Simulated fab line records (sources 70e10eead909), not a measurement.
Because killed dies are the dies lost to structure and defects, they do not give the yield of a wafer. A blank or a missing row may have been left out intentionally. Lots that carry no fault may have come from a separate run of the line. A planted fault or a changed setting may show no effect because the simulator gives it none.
Chamber matching	flow nandHarc	4 sister chambers for NHARC_A_BONDPAD_ETCH_34 on rieDiel-10
The step etches the open film in N2/H2, target depth 60 nm, overetch 18 nm, time 65.91 s. 7 wafers are shown with their chamber, then 9 later ones without.

## EACH WAFER AND ITS CHAMBER
wafer	chamber	drypumpMotorCurrentA (A)	rfVppV (V)
L218.3	3	5.69	427
L225.2	0	5.83	435
L225.3	2	5.12	427
L225.4	2	5.14	426
L226.1	1	5.98	432
L226.2	0	5.85	435
L226.6	1	5.97	431

## WAFERS WHOSE CHAMBER IS MISSING
wafer	drypumpMotorCurrentA (A)	rfVppV (V)
L230.1	5.99	430
L230.2	5.20	428
L230.4	5.84	435
L231.1	5.86	435
L231.4	5.97	430
L231.6	5.84	434
L239.2	5.97	431
L239.3	5.70	428
L239.4	5.87	434

## WHICH CHAMBER EACH WENT THROUGH
wafer	from the rows above	in truth
L230.1	1	1
L230.2	2	2
L230.4	0	0
L231.1	0	0
L231.4	1	1
L231.6	0	0
L239.2	1	1
L239.3	3	3
L239.4	0	0
Correct placement for 9 of the 9. Not placeable from these rows: 0. Number placed wrongly: 0.
How it was worked out, from the rows above alone: a wafer's distance from a chamber is the root of the sum, over the readings, of the square of ((its reading less the chamber's mean) divided by the reading's scatter). The wafer belongs to the nearest chamber; if the next one is less than 2 further off, it can't be placed. A chamber's mean is the mean of its shown wafers. The scatter: take each reading less its chamber's mean, square it, sum over the shown wafers, divide by the number of wafers less the number of chambers, and take the root.
